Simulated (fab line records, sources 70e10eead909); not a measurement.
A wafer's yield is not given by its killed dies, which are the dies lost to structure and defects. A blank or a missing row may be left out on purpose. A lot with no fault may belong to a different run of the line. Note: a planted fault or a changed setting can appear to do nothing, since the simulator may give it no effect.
Chamber matching || flow nandHarc || NHARC_A_BONDPAD_DESCUM_11 on rieDiel-10: 4 sister chambers
The step chemistry O2, time 3 s. 4 wafers are shown with their chamber, then 12 later ones without.

## WAFERS WITH THEIR CHAMBER
{"wafer": "L088.4", "chamber": 0, "drypumpMotorCurrentA (A)": 5.5}
{"wafer": "L089.1", "chamber": 3, "drypumpMotorCurrentA (A)": 5.8}
{"wafer": "L090.4", "chamber": 2, "drypumpMotorCurrentA (A)": 5.0}
{"wafer": "L090.6", "chamber": 1, "drypumpMotorCurrentA (A)": 6.4}

## WAFERS WHOSE CHAMBER IS MISSING
{"wafer": "L093.1", "drypumpMotorCurrentA (A)": 5.8}
{"wafer": "L093.2", "drypumpMotorCurrentA (A)": 5.6}
{"wafer": "L093.6", "drypumpMotorCurrentA (A)": 5.8}
{"wafer": "L094.1", "drypumpMotorCurrentA (A)": 5.8}
{"wafer": "L094.2", "drypumpMotorCurrentA (A)": 5.6}
{"wafer": "L094.6", "drypumpMotorCurrentA (A)": 6.4}
{"wafer": "L096.2", "drypumpMotorCurrentA (A)": 5.0}
{"wafer": "L096.3", "drypumpMotorCurrentA (A)": 6.4}
{"wafer": "L096.4", "drypumpMotorCurrentA (A)": 5.8}
{"wafer": "L097.1", "drypumpMotorCurrentA (A)": 5.6}
{"wafer": "L097.3", "drypumpMotorCurrentA (A)": 5.8}
{"wafer": "L097.6", "drypumpMotorCurrentA (A)": 5.8}

## CHAMBER TAKEN BY EACH
{"wafer": "L093.1", "from the rows above": 3, "in truth": 3}
{"wafer": "L093.2", "from the rows above": 0, "in truth": 0}
{"wafer": "L093.6", "from the rows above": 3, "in truth": 3}
{"wafer": "L094.1", "from the rows above": 3, "in truth": 3}
{"wafer": "L094.2", "from the rows above": 0, "in truth": 0}
{"wafer": "L094.6", "from the rows above": 1, "in truth": 1}
{"wafer": "L096.2", "from the rows above": 2, "in truth": 2}
{"wafer": "L096.3", "from the rows above": 1, "in truth": 1}
{"wafer": "L096.4", "from the rows above": 3, "in truth": 3}
{"wafer": "L097.1", "from the rows above": 0, "in truth": 0}
{"wafer": "L097.3", "from the rows above": 3, "in truth": 3}
{"wafer": "L097.6", "from the rows above": 3, "in truth": 3}
12 of 12 placed correctly. Number that these rows cannot place: 0. Placed wrongly: 0.
How it was worked out, from the rows above alone: a wafer's distance from a chamber is the root of the sum, over the readings, of the square of ((its reading less the chamber's mean) divided by the reading's scatter). The wafer belongs to the nearest chamber; if the next one is less than 2 further off, it can't be placed. A chamber's mean is the mean of its shown wafers. The scatter: with one shown wafer a chamber, the root of the mean of the squares of how far each hidden wafer lies from its nearest shown one.
